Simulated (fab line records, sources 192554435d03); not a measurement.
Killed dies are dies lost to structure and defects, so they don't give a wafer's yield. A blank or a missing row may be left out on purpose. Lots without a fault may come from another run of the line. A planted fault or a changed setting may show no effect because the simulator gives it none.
Which tool did it? | flow n5_finfet | 24 lots, 72 wafers sampled, at 6 steps of a route of 1938

WHAT THE GAUGES READ, wafer by wafer
N5_HKMG_FIN_INSPECT_61: inspects for defects (macro).
lot  | measured    | on                | raw_defect_count
L074 | day 4 02:28 | defect_inspect-02 | 2 4 0
L075 | day 4 04:35 | defect_inspect-02 | 3 1 2
L076 | day 4 11:33 | defect_inspect-02 | 0 3 3
L077 | day 4 17:14 | defect_inspect-02 | 1 3 4
L078 | day 5 00:05 | defect_inspect-01 | 2 3 2
L079 | day 5 07:01 | defect_inspect-01 | 1 1 1
L080 | day 5 14:31 | defect_inspect-01 | 2 2 3
L081 | day 5 18:00 | defect_inspect-02 | 1 3 2
L082 | day 5 21:20 | defect_inspect-01 | 2 5 3
L083 | day 6 03:43 | defect_inspect-02 | 1 3 4
L084 | day 6 11:09 | defect_inspect-02 | 2 1 1
L085 | day 6 20:46 | defect_inspect-02 | 0 3 1
L086 | day 7 03:55 | defect_inspect-02 | 2 0 4
L088 | day 7 13:27 | defect_inspect-02 | 3 0 3
L087 | day 7 13:29 | defect_inspect-02 | 1 3 2
L089 | day 8 02:20 | defect_inspect-02 | 1 1 2
L090 | day 8 08:41 | defect_inspect-02 | 3 5 5
L091 | day 8 12:29 | defect_inspect-02 | 3 3 2
L092 | day 8 17:26 | defect_inspect-02 | 0 2 2
L093 | day 8 20:13 | defect_inspect-02 | 3 4 0
L094 | day 9 04:15 | defect_inspect-02 | 1 4 2
L095 | day 9 06:52 | defect_inspect-01 | 4 2 2
L096 | day 9 17:13 | defect_inspect-02 | 2 3 2
L097 | day 9 19:08 | defect_inspect-01 | 1 2 1

N5_GATE_CUT_INSPECT_15: inspects for defects (brightfield).
lot  | measured     | on                | raw_defect_count
L074 | day 4 14:10  | defect_inspect-01 | 92 104 76
L075 | day 4 16:22  | defect_inspect-01 | 163 140 103
L076 | day 4 23:04  | defect_inspect-01 | 150 80 149
L077 | day 5 05:58  | defect_inspect-01 | 113 106 70
L078 | day 5 12:06  | defect_inspect-01 | 84 112 115
L079 | day 5 18:40  | defect_inspect-01 | 101 171 133
L080 | day 6 02:29  | defect_inspect-01 | 178 144 147
L081 | day 6 05:35  | defect_inspect-02 | 109 113 97
L082 | day 6 08:55  | defect_inspect-01 | 135 93 125
L083 | day 6 15:29  | defect_inspect-02 | 99 118 143
L084 | day 6 22:46  | defect_inspect-01 | 81 80 108
L085 | day 7 08:29  | defect_inspect-02 | 79 78 91
L086 | day 7 16:01  | defect_inspect-01 | 146 175 152
L088 | day 8 00:56  | defect_inspect-01 | 133 137 115
L087 | day 8 01:53  | defect_inspect-02 | 80 111 104
L089 | day 8 13:59  | defect_inspect-02 | 104 135 87
L090 | day 8 20:56  | defect_inspect-01 | 160 109 82
L091 | day 9 00:32  | defect_inspect-02 | 98 157 97
L092 | day 9 05:05  | defect_inspect-02 | 114 106 135
L093 | day 9 07:43  | defect_inspect-01 | 115 142 118
L094 | day 9 16:31  | defect_inspect-02 | 189 140 152
L095 | day 9 18:50  | defect_inspect-02 | 88 184 151
L096 | day 10 06:23 | defect_inspect-02 | 113 88 181
L097 | day 10 07:19 | defect_inspect-02 | 95 102 186

WHICH TOOL RAN EACH LOT (tool, then ch and the chambers of the sampled wafers, then the start)
lot  | N5_HKMG_FIN_STRIP_57              | N5_HKMG_FIN_ETCH_35               | N5_GATE_CUT_ETCH_58                | N5_GATE_CUT_PECVD_57
L074 | rie_diel-01 ch 1,2,3, day 4 02:53 | rie_diel-05 ch 0,1, day 4 06:21   | rie_diel-03 ch 0,1,2, day 4 10:50  | pecvd-03 ch 1,2, day 4 13:20
L075 | rie_diel-05 ch 1,3, day 4 04:54   | rie_diel-05 ch 2,3, day 4 08:19   | rie_diel-02 ch 0,1,2, day 4 12:55  | pecvd-03 ch 0,1, day 4 15:26
L076 | rie_diel-05 ch 0,1,3, day 4 11:52 | rie_diel-05 ch 2,3, day 4 15:19   | rie_diel-02 ch 1,2, day 4 19:43    | pecvd-01 ch 0,1, day 4 22:14
L077 | rie_diel-05 ch 0,2,3, day 4 17:33 | rie_diel-05 ch 0,1,3, day 4 21:22 | rie_diel-03 ch 0,2,3, day 5 01:47  | pecvd-03 ch 0,1, day 5 05:01
L078 | rie_diel-01 ch 0,1,3, day 5 00:47 | rie_diel-04 ch 0,1,2, day 5 04:15 | rie_diel-02 ch 0,1,3, day 5 08:46  | pecvd-03 ch 0,2, day 5 11:16
L079 | rie_diel-01 ch 2,3, day 5 07:22   | rie_diel-05 ch 1,2, day 5 10:50   | rie_diel-02 ch 1,2,3, day 5 15:19  | pecvd-01 ch 1,2, day 5 17:50
L080 | rie_diel-05 ch 2,3, day 5 14:50   | rie_diel-01 ch 0,2,3, day 5 18:20 | rie_diel-03 ch 0,1,3, day 5 22:44  | pecvd-04 ch 0,1, day 6 01:21
L081 | rie_diel-05 ch 0,1,2, day 5 18:19 | rie_diel-01 ch 1,3, day 5 21:40   | rie_diel-03 ch 0,2,3, day 6 02:14  | pecvd-03 ch 0,2, day 6 04:46
L082 | rie_diel-05 ch 0,1,3, day 5 21:39 | rie_diel-05 ch 0,2,3, day 6 01:08 | rie_diel-06 ch 0,1,2, day 6 05:34  | pecvd-01 ch 0,1,2, day 6 08:05
L083 | rie_diel-01 ch 0,2,3, day 6 04:02 | rie_diel-05 ch 2,3, day 6 07:32   | rie_diel-03 ch 0,1, day 6 12:02    | pecvd-03 ch 1,2, day 6 14:40
L084 | rie_diel-01 ch 1,2,3, day 6 11:28 | rie_diel-01 ch 0,1,2, day 6 14:56 | rie_diel-02 ch 0,2,3, day 6 19:24  | pecvd-04 ch 0,1, day 6 21:56
L085 | rie_diel-04 ch 1,2,3, day 6 21:12 | rie_diel-01 ch 0,1,2, day 7 00:34 | rie_diel-02 ch 1,2,3, day 7 04:59  | pecvd-04 ch 1,2, day 7 07:29
L086 | rie_diel-04 ch 1,2, day 7 04:16   | rie_diel-01 ch 0,3, day 7 08:07   | rie_diel-02 ch 0,3, day 7 12:41    | pecvd-04 ch 0,1,2, day 7 15:11
L088 | rie_diel-04 ch 2,3, day 7 13:46   | rie_diel-01 ch 1,2, day 7 17:10   | rie_diel-03 ch 2,3, day 7 21:35    | pecvd-03 ch 0,2, day 8 00:07
L087 | rie_diel-05 ch 0,2,3, day 7 14:11 | rie_diel-04 ch 0,1,2, day 7 17:46 | rie_diel-03 ch 1,2,3, day 7 22:19  | pecvd-03 ch 0,2, day 8 00:56
L089 | rie_diel-04 ch 0,2, day 8 02:41   | rie_diel-05 ch 0,2,3, day 8 06:12 | rie_diel-06 ch 0,1, day 8 10:39    | pecvd-03 ch 0,2, day 8 13:10
L090 | rie_diel-01 ch 0,2,3, day 8 09:00 | rie_diel-04 ch 0,1,2, day 8 12:32 | rie_diel-03 ch 0,1,3, day 8 17:09  | pecvd-01 ch 0,2, day 8 19:59
L091 | rie_diel-05 ch 0,1,2, day 8 13:07 | rie_diel-01 ch 1,2,3, day 8 16:23 | rie_diel-03 ch 2,3, day 8 21:11    | pecvd-04 ch 0,1, day 8 23:42
L092 | rie_diel-01 ch 0,2,3, day 8 17:48 | rie_diel-01 ch 0,2, day 8 21:18   | rie_diel-06 ch 1,2,3, day 9 01:44  | pecvd-03 ch 0,2, day 9 04:14
L093 | rie_diel-04 ch 0,2, day 8 20:31   | rie_diel-05 ch 0,1,3, day 8 23:52 | rie_diel-02 ch 0,2,3, day 9 04:22  | pecvd-01 ch 0,1, day 9 06:53
L094 | rie_diel-05 ch 1,2, day 9 04:34   | rie_diel-04 ch 2,3, day 9 08:17   | rie_diel-02 ch 2,3, day 9 12:58    | pecvd-03 ch 1,2, day 9 15:41
L095 | rie_diel-01 ch 0,1, day 9 07:11   | rie_diel-04 ch 2,3, day 9 10:56   | rie_diel-03 ch 1,2,3, day 9 15:30  | pecvd-03 ch 0,1,2, day 9 18:01
L096 | rie_diel-04 ch 0,3, day 9 17:31   | rie_diel-04 ch 0,3, day 9 22:20   | rie_diel-03 ch 1,2, day 10 02:45   | pecvd-01 ch 1,2, day 10 05:23
L097 | rie_diel-05 ch 0,1, day 9 19:40   | rie_diel-04 ch 0,1,3, day 9 23:25 | rie_diel-02 ch 0,2,3, day 10 03:50 | pecvd-04 ch 0,1,2, day 10 06:20
- N5_HKMG_FIN_STRIP_57: strips in CF4.
- N5_HKMG_FIN_ETCH_35: etches SOC in N2/H2, target depth 215.8 nm, time 243.4 s.
- N5_GATE_CUT_ETCH_58: etches SiNx in CH3F/O2, target depth 17 nm, time 128.6 s.
- N5_GATE_CUT_PECVD_57: deposits SiNx from SiH4/NH3/N2, target thk 21 nm.

WHAT THE TOOLS THEMSELVES READ (means of the sampled wafers that have a number; where no wafer has one, the mark that the record gives instead)
N5_HKMG_FIN_STRIP_57.
lot  | tool        | bias_power_w (W) | drypump_motor_current_A (A) | oes_product_au (a.u.) | rf_vpp_V (V) | showerhead_plenum_p_Torr (Torr) | throttle_valve_pct (%)
L074 | rie_diel-01 | 74.99            | 5.5                         | 0.80                  | 272.1        | 1.82                            | 13.50
L075 | rie_diel-05 | 74.88            | 5.4                         | 0.80                  | 271.3        | 1.79                            | 13.38
L076 | rie_diel-05 | 75.04            | 5.2                         | 0.76                  | 270.6        | 1.79                            | 13.61
L077 | rie_diel-05 | 74.97            | 5.2                         | 0.74                  | 269.7        | 1.76                            | 13.81
L078 | rie_diel-01 | 75.20            | 5.7                         | 0.82                  | 271.6        | 1.81                            | 13.50
L079 | rie_diel-01 | 74.96            | 5.7                         | 0.77                  | 271.9        | 1.84                            | 13.55
L080 | rie_diel-05 | 75.27            | 5.5                         | 0.76                  | 270.4        | 1.73                            | 13.84
L081 | rie_diel-05 | 74.67            | 5.4                         | 0.78                  | 269.5        | 1.72                            | 13.65
L082 | rie_diel-05 | 74.90            | 5.1                         | 0.75                  | 269.8        | 1.78                            | 13.63
L083 | rie_diel-01 | 75.06            | 5.8                         | 0.84                  | 271.7        | 1.81                            | 13.44
L084 | rie_diel-01 | 75.23            | 5.5                         | 0.77                  | 271.7        | 1.81                            | 13.54
L085 | rie_diel-04 | 75.07            | 5.5                         | 0.69                  | 271.5        | 1.78                            | 13.72
L086 | rie_diel-04 | 74.86            | 5.6                         | 0.70                  | 270.7        | 1.73                            | 13.76
L088 | rie_diel-04 | 75.00            | 5.5                         | 0.69                  | 271.6        | 1.84                            | 13.84
L087 | rie_diel-05 | 74.96            | 5.2                         | 0.72                  | 269.4        | 1.76                            | 13.87
L089 | rie_diel-04 | 75.09            | 5.8                         | 0.77                  | 272.3        | 1.83                            | 13.70
L090 | rie_diel-01 | 75.01            | 5.8                         | 0.81                  | 271.6        | 1.81                            | 13.48
L091 | rie_diel-05 | 75.22            | 5.4                         | 0.76                  | 269.2        | 1.71                            | 13.72
L092 | rie_diel-01 | 75.12            | 5.8                         | 0.81                  | 271.0        | 1.81                            | 13.49
L093 | rie_diel-04 | 75.14            | 5.9                         | 0.84                  | 271.9        | 1.82                            | 13.42
L094 | rie_diel-05 | 75.09            | 5.7                         | 0.77                  | 268.9        | 1.69                            | 13.74
L095 | rie_diel-01 | 75.28            | 5.7                         | 0.84                  | 270.5        | 1.77                            | 13.47
L096 | rie_diel-04 | 75.12            | 5.3                         | 0.89                  | 271.7        | 1.82                            | 13.02
L097 | rie_diel-05 | 74.83            | 5.3                         | 0.76                  | 270.0        | 1.74                            | 13.54

N5_HKMG_FIN_ETCH_35.
lot  | tool        | drypump_motor_current_A (A) | oes_product_au (a.u.) | rf_vpp_V (V) | showerhead_plenum_p_Torr (Torr) | throttle_valve_pct (%)
L074 | rie_diel-05 | 5.4                         | 0.80                  | 140.5        | 2.48                            | 17.72
L075 | rie_diel-05 | 5.5                         | 0.80                  | 141.0        | 2.45                            | 18.11
L076 | rie_diel-05 | 5.5                         | 0.80                  | 141.1        | 2.45                            | 18.11
L077 | rie_diel-05 | 5.2                         | 0.77                  | 141.2        | 2.52                            | 17.78
L078 | rie_diel-04 | 5.8                         | 0.69                  | 141.4        | 2.54                            | 17.93
L079 | rie_diel-05 | 5.6                         | 0.81                  | 139.9        | 2.44                            | 17.84
L080 | rie_diel-01 | 5.8                         | 0.86                  | 142.4        | 2.56                            | 17.68
L081 | rie_diel-01 | 5.4                         | 0.74                  | 141.7        | 2.58                            | 17.91
L082 | rie_diel-05 | 5.2                         | 0.76                  | 141.4        | 2.47                            | 18.04
L083 | rie_diel-05 | 5.5                         | 0.78                  | 141.1        | 2.44                            | 18.15
L084 | rie_diel-01 | 5.5                         | 0.84                  | 141.1        | 2.53                            | 17.65
L085 | rie_diel-01 | 5.5                         | 0.85                  | 142.1        | 2.53                            | 17.66
L086 | rie_diel-01 | 6.0                         | 0.84                  | 140.5        | 2.53                            | 17.68
L088 | rie_diel-01 | 5.3                         | 0.79                  | 141.5        | 2.55                            | 17.78
L087 | rie_diel-04 | 5.8                         | 0.78                  | 141.3        | 2.53                            | 17.85
L089 | rie_diel-05 | 5.2                         | 0.74                  | 141.3        | 2.47                            | 18.08
L090 | rie_diel-04 | 5.8                         | 0.76                  | 141.8        | 2.53                            | 17.85
L091 | rie_diel-01 | 5.5                         | 0.76                  | 142.0        | 2.58                            | 17.85
L092 | rie_diel-01 | 5.6                         | 0.86                  | 142.3        | 2.53                            | 17.58
L093 | rie_diel-05 | 5.1                         | 0.73                  | 142.3        | 2.50                            | 17.84
L094 | rie_diel-04 | 5.5                         | 0.77                  | 141.6        | 2.59                            | 17.81
L095 | rie_diel-04 | 5.5                         | 0.78                  | 141.7        | 2.59                            | 17.80
L096 | rie_diel-04 | 5.3                         | 0.92                  | 141.9        | 2.61                            | 17.43
L097 | rie_diel-04 | 5.6                         | 0.94                  | 142.0        | 2.65                            | 17.54

N5_GATE_CUT_ETCH_58.
lot  | tool        | CH3F_flow_sccm (sccm) | drypump_motor_current_A (A) | oes_product_au (a.u.) | rf_vpp_V (V) | showerhead_plenum_p_Torr (Torr) | throttle_valve_pct (%)
L074 | rie_diel-03 | 30.08                 | 6.2                         | 0.71                  | 98.8         | 1.98                            | 16.42
L075 | rie_diel-02 | 30.10                 | 6.3                         | 0.75                  | 100.1        | 2.03                            | 16.29
L076 | rie_diel-02 | 29.96                 | 6.3                         | 0.74                  | 98.2         | 1.99                            | 16.46
L077 | rie_diel-03 | 30.00                 | 6.2                         | 0.69                  | 99.3         | 2.03                            | 16.42
L078 | rie_diel-02 | 29.95                 | 6.1                         | 0.80                  | 99.3         | 2.02                            | 16.08
L079 | rie_diel-02 | 30.01                 | 6.0                         | 0.81                  | 99.2         | 1.99                            | 16.26
L080 | rie_diel-03 | 30.04                 | 5.9                         | 0.72                  | 98.2         | 1.98                            | 16.41
L081 | rie_diel-03 | 30.02                 | 6.2                         | 0.68                  | 99.9         | 2.03                            | 16.42
L082 | rie_diel-06 | 30.06                 | 5.6                         | 0.77                  | 100.2        | 2.00                            | 16.48
L083 | rie_diel-03 | 30.00                 | 5.9                         | 0.74                  | 99.5         | 1.93                            | 16.43
L084 | rie_diel-02 | 30.02                 | 5.9                         | 0.75                  | 98.4         | 2.00                            | 16.32
L085 | rie_diel-02 | 30.02                 | 6.0                         | 0.79                  | 99.0         | 1.98                            | 16.29
L086 | rie_diel-02 | 30.04                 | 5.9                         | 0.74                  | 99.4         | 2.04                            | 16.16
L088 | rie_diel-03 | 30.01                 | 6.3                         | 0.86                  | 99.5         | 2.05                            | 16.20
L087 | rie_diel-03 | 29.94                 | 6.0                         | 0.81                  | 98.7         | 2.01                            | 16.37
L089 | rie_diel-06 | 30.02                 | 5.9                         | 0.87                  | 99.0         | 2.01                            | 16.35
L090 | rie_diel-03 | 30.05                 | 5.9                         | 0.80                  | 99.7         | 1.97                            | 16.27
L091 | rie_diel-03 | 30.09                 | 6.0                         | 0.76                  | 99.3         | 2.06                            | 16.38
L092 | rie_diel-06 | 30.03                 | 5.4                         | 0.85                  | 98.6         | 2.02                            | 16.22
L093 | rie_diel-02 | 30.00                 | 5.9                         | 0.84                  | 99.0         | 2.00                            | 16.18
L094 | rie_diel-02 | 29.91                 | 5.5                         | 0.88                  | 99.0         | 1.96                            | 16.15
L095 | rie_diel-03 | 29.99                 | 6.0                         | 0.78                  | 99.1         | 2.00                            | 16.40
L096 | rie_diel-03 | 29.95                 | 6.0                         | 0.80                  | 98.4         | 1.95                            | 16.42
L097 | rie_diel-02 | 30.16                 | 5.9                         | 0.82                  | 99.3         | 2.00                            | 16.20

N5_GATE_CUT_PECVD_57.
lot  | tool     | heater_power_w (W) | showerhead_plenum_p_Torr (Torr) | throttle_valve_pct (%)
L074 | pecvd-03 | 750                | 5.12                            | 39.4
L075 | pecvd-03 | 719                | 5.06                            | 41.2
L076 | pecvd-01 | 694                | 5.20                            | 39.0
L077 | pecvd-03 | 753                | 5.06                            | 41.5
L078 | pecvd-03 | 728                | 5.19                            | 40.0
L079 | pecvd-01 | 685                | 5.13                            | 38.9
L080 | pecvd-04 | 815                | 5.12                            | 42.7
L081 | pecvd-03 | 811                | 5.12                            | 42.2
L082 | pecvd-01 | 695                | 5.17                            | 38.6
L083 | pecvd-03 | 778                | 5.18                            | 38.8
L084 | pecvd-04 | 803                | 5.11                            | 42.9
L085 | pecvd-04 | 721                | 5.17                            | 40.6
L086 | pecvd-04 | 738                | 5.11                            | 41.1
L088 | pecvd-03 | 802                | 5.12                            | 42.2
L087 | pecvd-03 | 779                | 5.18                            | 40.3
L089 | pecvd-03 | 833                | 5.11                            | 42.1
L090 | pecvd-01 | 638                | 5.13                            | 38.6
L091 | pecvd-04 | 802                | 5.16                            | 42.4
L092 | pecvd-03 | 789                | 5.18                            | 40.5
L093 | pecvd-01 | 697                | 5.20                            | 38.9
L094 | pecvd-03 | 768                | 5.12                            | 39.5
L095 | pecvd-03 | 761                | 5.12                            | 40.9
L096 | pecvd-01 | 705                | 5.17                            | 39.3
L097 | pecvd-04 | 729                | 5.12                            | 41.1

THE ANSWER, worked out from the rows above alone
Rule: what is usual is taken from the lots themselves. Put in order of their means at a reading, lots are off if they are a third of the lots or fewer, leave a main group of 4 or more, and stand apart from it by a gap of 3 or more times the standard deviation of the main group's means; of several such gaps the widest counts. A main group whose means are all the same, to the digits that the tables above print for the reading, isn't used. A lot without any number at a reading at which 4 lots or more have one is off too. The other lots that the step has rows for count as sound. The gauges are gone through in route order, then the tools' own readings, and for those a lot's mean is taken as printed above. The first step at which some lot is off is used, and at that step the reading that is off furthest; a lot without a number counts as furthest.
No lot is off at any reading shown: from this, nothing can be told.

WHAT THE SIMULATOR HAD PUT IN
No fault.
